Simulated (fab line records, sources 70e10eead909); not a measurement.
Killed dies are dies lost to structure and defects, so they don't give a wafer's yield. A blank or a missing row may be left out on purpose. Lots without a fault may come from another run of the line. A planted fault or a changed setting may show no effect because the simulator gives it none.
Which tool did it? | flow nand_harc | 13 lots, 39 wafers sampled, at 5 steps of a route of 1302

WHAT THE GAUGES READ, wafer by wafer
NHARC_P_GATE_CD_MEAS_11: target cd 1640 nm.
lot  | measured     | on        | cd_nm (nm)
L706 | day 4 10:33  | cd_sem-03 | 1640.5 1640.4 1638.8
L707 | day 5 01:48  | cd_sem-03 | 1641.4 1640.5 1638.8
L708 | day 5 01:46  | cd_sem-01 | 1640.2 1637.3 1637.6
L711 | day 6 08:26  | cd_sem-02 | 1637.8 1641.1 1639.0
L715 | day 7 23:58  | cd_sem-03 | 1639.7 1638.4 1643.5
L716 | day 8 12:34  | cd_sem-03 | 1641.9 1642.2 1642.5
L718 | day 9 10:19  | cd_sem-01 | 1640.3 1638.2 1646.5
L719 | day 9 16:34  | cd_sem-03 | 1640.7 1641.3 1640.1
L721 | day 10 21:51 | cd_sem-01 | 1640.7 1641.4 1639.8
L726 | day 12 15:29 | cd_sem-02 | 1639.4 1640.3 1637.7
L727 | day 13 02:29 | cd_sem-03 | 1639.2 1642.2 1640.6
L728 | day 13 09:31 | cd_sem-01 | 1638.6 1640.5 1640.8
L729 | day 13 22:17 | cd_sem-02 | 1643.8 1639.1 1641.8

NHARC_END_SORT_01.
lot  | measured     | on        | killed_at_array | killed_at_other | killed_at_periphery | killed_dies | killed_open | killed_short
L716 | day 28 11:41 | prober-02 | 22 28 22        | 0 0 0           | 4 2 4               | 26 30 26    | 6 5 6       | 2 2 1
L719 | day 30 03:15 | prober-01 | 38 37 36        | 0 1 1           | 2 1 4               | 40 39 41    | 2 3 2       | 2 2 2
L721 | day 31 19:33 | prober-01 | 74 70 74        | 0 0 0           | 2 3 5               | 76 73 79    | 0 2 5       | 2 2 3

WHICH TOOL RAN EACH LOT (tool, then ch and the chambers of the sampled wafers, then the start)
lot  | NHARC_P_STI_ETCH_42                | NHARC_P_STI_ETCH_15              | NHARC_P_GATE_DEP_103
L706 | rie_diel-07 ch 0,1,3, day 2 20:37  | rie_si-01 ch 0,1,3, day 2 20:49  | pecvd-01 ch 0,1, day 5 00:14
L707 | rie_diel-07 ch 0,2, day 3 09:37    | rie_si-06 ch 0,3, day 3 09:48    | pecvd-01 ch 0,1, day 5 15:11
L708 | rie_diel-05 ch 0,1,2, day 3 15:05  | rie_si-01 ch 1,2,3, day 3 15:17  | pecvd-03 ch 1,2, day 5 15:11
L711 | rie_diel-05 ch 1,2,3, day 4 20:30  | rie_si-06 ch 0,1,3, day 4 20:43  | pecvd-03 ch 0,2, day 6 22:08
L715 | rie_diel-05 ch 0,2, day 6 12:13    | rie_si-01 ch 0,1,3, day 6 12:24  | pecvd-03 ch 0,2, day 8 13:20
L716 | rie_diel-05 ch 0,1, day 7 01:02    | rie_si-01 ch 0,2,3, day 7 01:16  | pecvd-01 ch 0,1, day 9 04:34
L718 | rie_diel-05 ch 1,2, day 7 19:19    | rie_si-01 ch 0,3, day 7 19:30    | pecvd-01 ch 0, day 10 00:01
L719 | rie_diel-11 ch 1,2, day 8 05:05    | rie_si-01 ch 0,1,2, day 8 05:17  | pecvd-01 ch 0,1, day 10 08:49
L721 | rie_diel-07 ch 0,1,2, day 9 03:29  | rie_si-06 ch 0,1,2, day 9 03:41  | pecvd-04 ch 1,2, day 11 19:01
L726 | rie_diel-11 ch 1,2,3, day 11 03:28 | rie_si-04 ch 0,1,3, day 11 03:40 | pecvd-03 ch 0,1,2, day 13 08:04
L727 | rie_diel-05 ch 0,1,3, day 11 15:06 | rie_si-01 ch 0,2,3, day 11 15:19 | pecvd-04 ch 0,2, day 14 01:46
L728 | rie_diel-07 ch 1,2, day 11 23:14   | rie_si-04 ch 0,2, day 11 23:26   | pecvd-04 ch 0,1,2, day 14 04:54
L729 | rie_diel-07 ch 1,2,3, day 12 08:13 | rie_si-01 ch 0,1,2, day 12 08:24 | pecvd-04 ch 0,2, day 14 11:34
- NHARC_P_STI_ETCH_42: etches the open film in N2/H2, target depth 80 nm, overetch 24 nm, time 61 s.
- NHARC_P_STI_ETCH_15: etches the open film in HBr/Cl2, target depth 300 nm, time 100.1 s.
- NHARC_P_GATE_DEP_103: deposits SiON, target thk 30 nm.

WHAT THE TOOLS THEMSELVES READ (means of the sampled wafers that have a number; where no wafer has one, the mark that the record gives instead)
NHARC_P_STI_ETCH_42.
lot  | tool        | drypump_motor_current_A (A) | oes_product_au (a.u.) | rf_vpp_V (V) | showerhead_plenum_p_Torr (Torr) | throttle_valve_pct (%)
L706 | rie_diel-07 | 6.1                         | 1.002                 | 433.3        | 2.16                            | 14.166
L707 | rie_diel-07 | 6.2                         | 1.014                 | 434.0        | 2.16                            | 14.167
L708 | rie_diel-05 | 5.4                         | 1.004                 | 432.3        | 2.12                            | 14.167
L711 | rie_diel-05 | 5.4                         | 1.023                 | 432.0        | 2.11                            | 14.173
L715 | rie_diel-05 | 5.4                         | 1.014                 | 433.3        | 2.15                            | 14.173
L716 | rie_diel-05 | 5.7                         | 1.007                 | 432.8        | 2.13                            | 14.183
L718 | rie_diel-05 | 5.2                         | 0.998                 | 431.9        | 2.10                            | 14.180
L719 | rie_diel-11 | 5.4                         | 1.006                 | 431.7        | 2.10                            | 14.173
L721 | rie_diel-07 | 6.0                         | 1.010                 | 432.7        | 2.12                            | 14.170
L726 | rie_diel-11 | 5.5                         | 1.010                 | 431.3        | 2.05                            | 14.168
L727 | rie_diel-05 | 5.6                         | 1.003                 | 431.4        | 2.11                            | 14.163
L728 | rie_diel-07 | 5.6                         | 1.014                 | 431.9        | 2.09                            | 14.172
L729 | rie_diel-07 | 5.7                         | 1.005                 | 433.1        | 2.12                            | 14.180

NHARC_P_STI_ETCH_15.
lot  | tool      | drypump_motor_current_A (A) | oes_product_au (a.u.) | throttle_valve_pct (%)
L706 | rie_si-01 | 5.7                         | 1.001                 | 26.409
L707 | rie_si-06 | 5.2                         | 1.002                 | 26.395
L708 | rie_si-01 | 5.5                         | 1.000                 | 26.413
L711 | rie_si-06 | 5.5                         | 1.003                 | 26.403
L715 | rie_si-01 | 5.7                         | 1.000                 | 26.402
L716 | rie_si-01 | 5.5                         | 0.993                 | 26.404
L718 | rie_si-01 | 5.9                         | 0.990                 | 26.422
L719 | rie_si-01 | 5.4                         | 0.996                 | 26.416
L721 | rie_si-06 | 5.7                         | 0.998                 | 26.398
L726 | rie_si-04 | 6.0                         | 0.997                 | 26.406
L727 | rie_si-01 | 5.6                         | 0.990                 | 26.394
L728 | rie_si-04 | 6.0                         | 1.011                 | 26.413
L729 | rie_si-01 | 5.4                         | 0.990                 | 26.405

NHARC_P_GATE_DEP_103.
lot  | tool     | heater_power_w (W)
L706 | pecvd-01 | 775
L707 | pecvd-01 | 723
L708 | pecvd-03 | 626
L711 | pecvd-03 | 677
L715 | pecvd-03 | 685
L716 | pecvd-01 | 718
L718 | pecvd-01 | 731
L719 | pecvd-01 | 767
L721 | pecvd-04 | 744
L726 | pecvd-03 | 633
L727 | pecvd-04 | 725
L728 | pecvd-04 | 727
L729 | pecvd-04 | 740

THE ANSWER, worked out from the rows above alone
Rule: what is usual is taken from the lots themselves. Put in order of their means at a reading, lots are off if they are a third of the lots or fewer, leave a main group of 4 or more, and stand apart from it by a gap of 3 or more times the standard deviation of the main group's means; of several such gaps the widest counts. A main group whose means are all the same, to the digits that the tables above print for the reading, isn't used. A lot without any number at a reading at which 4 lots or more have one is off too. The other lots that the step has rows for count as sound. The gauges are gone through in route order, then the tools' own readings, and for those a lot's mean is taken as printed above. The first step at which some lot is off is used, and at that step the reading that is off furthest; a lot without a number counts as furthest.
No lot is off at any reading shown: from this, nothing can be told.

WHAT THE SIMULATOR HAD PUT IN
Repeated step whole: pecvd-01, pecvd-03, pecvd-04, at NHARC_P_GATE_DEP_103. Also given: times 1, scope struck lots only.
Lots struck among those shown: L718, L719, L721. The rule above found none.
